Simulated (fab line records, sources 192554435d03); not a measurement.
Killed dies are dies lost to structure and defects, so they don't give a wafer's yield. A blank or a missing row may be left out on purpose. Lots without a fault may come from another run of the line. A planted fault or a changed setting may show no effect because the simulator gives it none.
A struck lot beside a sound one | flow n5_finfet | 15 steps out of a route of 1938
Sound: wafers L763.3, L763.4, L763.6. Struck: wafer L775.5. (L775.1, L775.3 of the same lot were not struck and are left out.) The cause comes at the end.
At each step with rows: each side's tool, then ch and its chambers, then its first start. Under that, the readings that differ: sound wafers | struck wafers | difference of the means | sigmas: that difference in standard deviations of wafers without a fault.
alike: readings whose means differ by less than 2 such deviations, and words and numbers that are the same on both sides. not compared: withheld readings, readings that some wafer has no value for, bounds like >300 that may hide the same value, and numbers for which the record gives no deviation and whose values overlap.
The two part at a step that has a row with sigmas, a row that says differs or no value, or rows on one side only. Numbers that don't overlap but have no deviation are shown without sigmas and don't part them. A reading that every wafer of one side lacks parts them only if that side has two wafers or more.

first, 7 steps without rows for these wafers: N5_PASSIVATION_COAT_04; N5_PASSIVATION_EBR_06; N5_PASSIVATION_SOFTBAKE_05 (time 90 s); N5_PASSIVATION_EXPOSE_07 (exposes mask TV, defocus 0 nm, target cd 3000 nm); N5_PASSIVATION_PEB_08; N5_PASSIVATION_DEVELOP_09 (develop time 60 s); N5_PASSIVATION_HARDBAKE_11 (time 120 s).
N5_PASSIVATION_CD_MEAS_10: target cd 3000 nm.
  sound on cd_sem-02 ch 0, day 12 11:37; struck on cd_sem-03 ch 0, day 15 05:15
  reading    | sound                | struck | difference | sigmas
  cd_nm (nm) | 2996.8 2994.3 2996.2 | 3001.1 | +5.3       | +2
N5_PASSIVATION_OVL_MEAS_60:
  sound on overlay-02 ch 0, day 12 11:39; struck on overlay-02 ch 0, day 15 05:17
  alike: TV_OVL
N5_PASSIVATION_INSPECT_61: inspects for defects (macro).
  sound on defect_inspect-02, day 12 11:40; struck on defect_inspect-02, day 15 05:18
  alike: raw_defect_count
N5_PASSIVATION_DESCUM_12: chemistry O2, time 7.9 s.
  sound on rie_diel-05 ch 0,3, day 12 11:43; struck on rie_diel-05 ch 3, day 15 05:22
  alike: drypump_motor_current_A, o2_flow_sccm, oes_product_au, rf_vpp_V, showerhead_plenum_p_Torr, throttle_valve_pct
  not compared: rf_hours_counter_h
N5_PASSIVATION_PASS_ETCH_74: etches SiNx in CF4/O2, target depth 220 nm, time 110 s.
  sound on rie_diel-05 ch 0,3, day 12 11:47; struck on rie_diel-05 ch 3, day 15 05:26
  alike: bias_w, drypump_motor_current_A, oes_ar_750_au, oes_product_au, rf_vpp_V, showerhead_plenum_p_Torr, throttle_valve_pct
  not compared: rf_hours_counter_h
N5_PASSIVATION_VIA_ETCH_13: etches SiO2 in CHF3/O2, target depth 660 nm, time 330 s.
  sound on rie_diel-05 ch 0,3, day 12 11:52; struck on rie_diel-05 ch 3, day 15 05:32
  reading               | sound             | struck | difference | sigmas
  bias_w (W)            | 169.3 169.6 169.9 | 223.9  | +54.3      | +99 or more
  etch_rf_on_time_s (s) | 234 235 233       | 220    | -14        | -3
  rf_vpp_V (V)          | 542 504 503       | 629    | +113       | +8
  alike: drypump_motor_current_A, oes_ar_750_au, oes_product_au, showerhead_plenum_p_Torr, throttle_valve_pct
  not compared: rf_hours_counter_h
N5_PASSIVATION_STRIP_14: strips in O2.
  sound on rie_diel-05 ch 0,3, day 12 12:04; struck on rie_diel-05 ch 3, day 15 05:44
  alike: drypump_motor_current_A, o2_flow_sccm, oes_product_au, rf_vpp_V, showerhead_plenum_p_Torr, throttle_valve_pct
  not compared: rf_hours_counter_h
then, 1 step without rows for these wafers: N5_PASSIVATION_PROBE_49.

WHERE THEY PART
First at N5_PASSIVATION_CD_MEAS_10; last, within this record, at N5_PASSIVATION_VIA_ETCH_13. Later steps at which nothing parts them and some readings are alike: N5_PASSIVATION_STRIP_14.

WHY: what the simulator had put in
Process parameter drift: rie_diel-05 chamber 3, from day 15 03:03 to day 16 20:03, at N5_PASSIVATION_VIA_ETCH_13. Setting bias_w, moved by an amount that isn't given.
